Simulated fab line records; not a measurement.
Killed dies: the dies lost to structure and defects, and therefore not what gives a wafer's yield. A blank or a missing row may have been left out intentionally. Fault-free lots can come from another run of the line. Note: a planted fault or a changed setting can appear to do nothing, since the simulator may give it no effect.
Chamber matching -- flow n5-finfet -- rie-diel-02 running N5_ZERO_LAYER_DESCUM_16: 3 sister chambers
The step chemistry O2, time 7.9 s. 14 wafers are shown with their chamber, then 4 later ones without.

WAFERS, EACH WITH ITS CHAMBER
wafer,chamber,drypump-motor-current-A (A),throttle-valve-pct (%),showerhead-plenum-p-Torr (Torr)
L076.3,3,5.2,20.00,2.13
L076.4,1,6.1,21.06,2.16
L076.6,0,5.5,20.92,2.16
L080.2,0,5.5,20.92,2.15
L080.3,3,5.1,20.01,2.13
L080.5,0,5.5,20.95,2.15
L082.1,0,5.5,20.93,2.15
L082.4,3,5.2,20.02,2.13
L082.5,1,6.1,20.84,2.16
L090.1,3,5.2,20.06,2.12
L090.3,0,5.5,20.97,2.15
L090.4,1,6.1,20.86,2.16
L091.3,0,5.5,20.96,2.15
L091.4,1,6.1,20.87,2.16

SIGNATURES (means of the wafers above)
reading,chamber 0,chamber 1,chamber 3,scatter within a chamber
drypump-motor-current-A,5.500,6.100,5.175,0.0261
throttle-valve-pct,20.9417,20.9075,20.0225,0.0571
showerhead-plenum-p-Torr,2.1517,2.1600,2.1275,0.00379
Rule: a wafer's distance from a chamber is the root of the sum, over the readings, of the square of ((its reading less the chamber's mean) divided by the reading's scatter). If the next closest chamber is less than 2 further off than the closest, the wafer can't be placed; otherwise it belongs to the closest. The scatter: the root of (the sum of the squares of (reading less its chamber's mean) over the shown wafers, divided by (wafers less chambers)).

WAFERS WITHOUT THEIR CHAMBER
wafer,drypump-motor-current-A (A),throttle-valve-pct (%),showerhead-plenum-p-Torr (Torr)
L091.5,5.1,20.05,2.12
L092.4,6.1,20.88,2.16
L092.6,5.2,20.06,2.12
L093.5,6.1,20.89,2.15

WHICH CHAMBER EACH WENT THROUGH
wafer,from the rows above,in truth
L091.5,3,3
L092.4,1,1
L092.6,3,3
L093.5,1,1
4 of 4 placed correctly. Not placeable from these rows: 0. Placed wrongly: 0.
